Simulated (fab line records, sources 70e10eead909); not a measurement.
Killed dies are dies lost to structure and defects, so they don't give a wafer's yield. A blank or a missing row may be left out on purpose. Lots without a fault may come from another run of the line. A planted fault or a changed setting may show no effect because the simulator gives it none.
A struck lot beside a sound one | flow nand_harc | 41 steps out of a route of 1302
Sound: wafers L341.2, L341.5, L341.6. Struck: wafer L333.5. (L333.4, L333.6 of the same lot were not struck and are left out.) The cause comes at the end.
At each step with rows: each side's tool, then ch and its chambers, then its first start. Under that, the readings that differ: sound wafers | struck wafers | difference of the means | sigmas: that difference in standard deviations of wafers without a fault.
alike: readings whose means differ by less than 2 such deviations, and words and numbers that are the same on both sides. not compared: withheld readings, readings that some wafer has no value for, bounds like >300 that may hide the same value, and numbers for which the record gives no deviation and whose values overlap.
The two part at a step that has a row with sigmas, a row that says differs or no value, or rows on one side only. Numbers that don't overlap but have no deviation are shown without sigmas and don't part them. A reading that every wafer of one side lacks parts them only if that side has two wafers or more.

NHARC_A_M0_CD_MEAS_09: target cd 80 nm.
  sound on cd_sem-03 ch 0, day 30 12:40; struck on cd_sem-01 ch 0, day 27 13:38
  alike: cd_nm
NHARC_A_M0_OVL_MEAS_10: pitch 160 nm.
  sound on overlay-01, day 30 12:46; struck on overlay-02, day 27 13:43
  reading           | sound          | struck | difference | sigmas
  overlay_x_nm (nm) | -0.4 -0.1 -0.1 | 1.7    | +1.9       | +2
  overlay_y_nm (nm) | -2.0 -2.1 -2.4 | 0.8    | +3.0       | +3
NHARC_A_M0_INSPECT_11:
  sound on defect_inspect-02, day 30 12:48; struck on defect_inspect-01, day 27 13:46
  alike: raw_defect_count
then, 3 steps without rows for these wafers: NHARC_A_M0_DESCUM_14 (chemistry O2, time 3 s); NHARC_A_M0_ETCH_34 (etches the open film in N2/H2, target depth 40 nm, overetch 12 nm, time 43.94 s); NHARC_A_M0_ETCH_15 (etches the open film in C4F8/Ar, target depth 150 nm, overetch 15 nm, time 82.5 s).
NHARC_A_M0_CD_MEAS_16:
  sound on cd_sem-01, day 30 13:10; struck on cd_sem-02, day 27 14:08
  alike: cd_nm
NHARC_A_M0_STRIP_18: strips in N2/H2.
  sound on rie_diel-06 ch 0,3, day 30 13:14; struck on rie_diel-11 ch 3, day 27 14:11
  alike: drypump_motor_current_A, mfc_ar_sccm, oes_product_au, rf_fwd_power_W, rf_vpp_V, showerhead_plenum_p_Torr, throttle_valve_pct
  not compared: rf_hours_counter_h
then, 1 step without rows for these wafers: NHARC_A_M0_STRIP_19 (strips in post etch residue remover, time 600 s).
NHARC_A_M0_DEGAS_28: time 60 s.
  sound on pvd_sputter-02, day 30 13:46; struck on pvd_sputter-03, day 27 14:44
  alike: heater_power_w
NHARC_A_M0_PRE_CLEAN_29: time 30 s.
  sound on pvd_sputter-02; struck on pvd_sputter-03
  alike: heater_power_w
then, 1 step without rows for these wafers: NHARC_A_M0_PVD_20 (deposits TaN, target thk 5 nm, time 8.06 s).
NHARC_A_M0_PVD_21: deposits Cu, target thk 30 nm, time 20.49 s.
  sound on pvd_sputter-02, day 30 14:01; struck on pvd_sputter-03, day 27 14:58
  alike: throttle_valve_pct
then, 4 steps without rows for these wafers: NHARC_A_M0_ECD_22 (material Cu, target thk 400 nm); NHARC_A_M0_ANNEAL_30 (time 90 s); NHARC_A_M0_CMP_23 (polishes, t overpolish 20 s, target thk 113.75 nm); NHARC_A_M0_SRD_25.
NHARC_A_M0_INSPECT_27:
  sound on defect_inspect-01, day 30 15:19; struck on defect_inspect-02, day 27 16:17
  alike: raw_defect_count
NHARC_A_M0_PRE_CLEAN_31: time 12 s.
  sound on pecvd-03 ch 1,2, day 30 15:23; struck on pecvd-03 ch 2, day 27 16:23
  alike: heater_power_w, rf_fwd_power_W
then, 11 steps without rows for these wafers: NHARC_A_M0_DEP_32 (deposits SiCN, target thk 30 nm); NHARC_A_M1_DEP_00 (deposits SiOC, target thk 182.5 nm); NHARC_A_M1_DEHYDRATE_01 (time 120 s); NHARC_A_M1_HMDS_02 (time 30 s); NHARC_A_M1_COAT_34 (time 65 s); NHARC_A_M1_COAT_03 (resist thk 90 nm); NHARC_A_M1_SOFTBAKE_04 (time 55 s); NHARC_A_M1_EBR_05; NHARC_A_M1_EXPOSE_06 (exposes mask A M1, target cd 120 nm); NHARC_A_M1_PEB_07 (peb time 65 s); NHARC_A_M1_DEVELOP_08 (develop time 35 s).
NHARC_A_M1_CD_MEAS_09: target cd 120 nm.
  the record has rows for the sound wafers here (cd_sem-01 ch 0, day 30 16:42) and none for the struck ones
NHARC_A_M1_OVL_MEAS_10: pitch 240 nm.
  the record has rows for the sound wafers here (overlay-02, day 30 16:47) and none for the struck ones
NHARC_A_M1_INSPECT_11:
  the record has rows for the sound wafers here (defect_inspect-01, day 30 16:49) and none for the struck ones
NHARC_A_M1_DESCUM_14: chemistry O2, time 3 s.
  the record has rows for the sound wafers here (rie_diel-07 ch 1,2, day 30 16:53) and none for the struck ones
then, 2 steps without rows for these wafers: NHARC_A_M1_ETCH_35 (etches the open film in N2/H2, target depth 40 nm, overetch 12 nm, time 43.94 s); NHARC_A_M1_ETCH_15 (etches the open film in C4F8/Ar, target depth 182.5 nm, time 91.2 s).
NHARC_A_M1_CD_MEAS_16:
  the record has rows for the sound wafers here (cd_sem-01, day 30 17:11) and none for the struck ones
then, 3 steps without rows for these wafers: NHARC_A_M1_STRIP_18 (strips in N2/H2); NHARC_A_M1_ETCH_28 (etches the open film in CF4/N2, target depth 30 nm, time 72.99 s); NHARC_A_M1_STRIP_19 (strips in post etch residue remover, time 600 s).
-- the record jumps here: 2 days lie between the struck wafers' starts before and after (it left off in module A_M1 and takes up again in module END, whose first step shown is number 1302 of the route) --
NHARC_END_SORT_01:
  the record has rows for the struck wafers here (prober-01 ch 0, day 29 16:48) and none for the sound ones

WHERE THEY PART
First at NHARC_A_M0_OVL_MEAS_10; last, within this record, at NHARC_END_SORT_01.

WHY: what the simulator had put in
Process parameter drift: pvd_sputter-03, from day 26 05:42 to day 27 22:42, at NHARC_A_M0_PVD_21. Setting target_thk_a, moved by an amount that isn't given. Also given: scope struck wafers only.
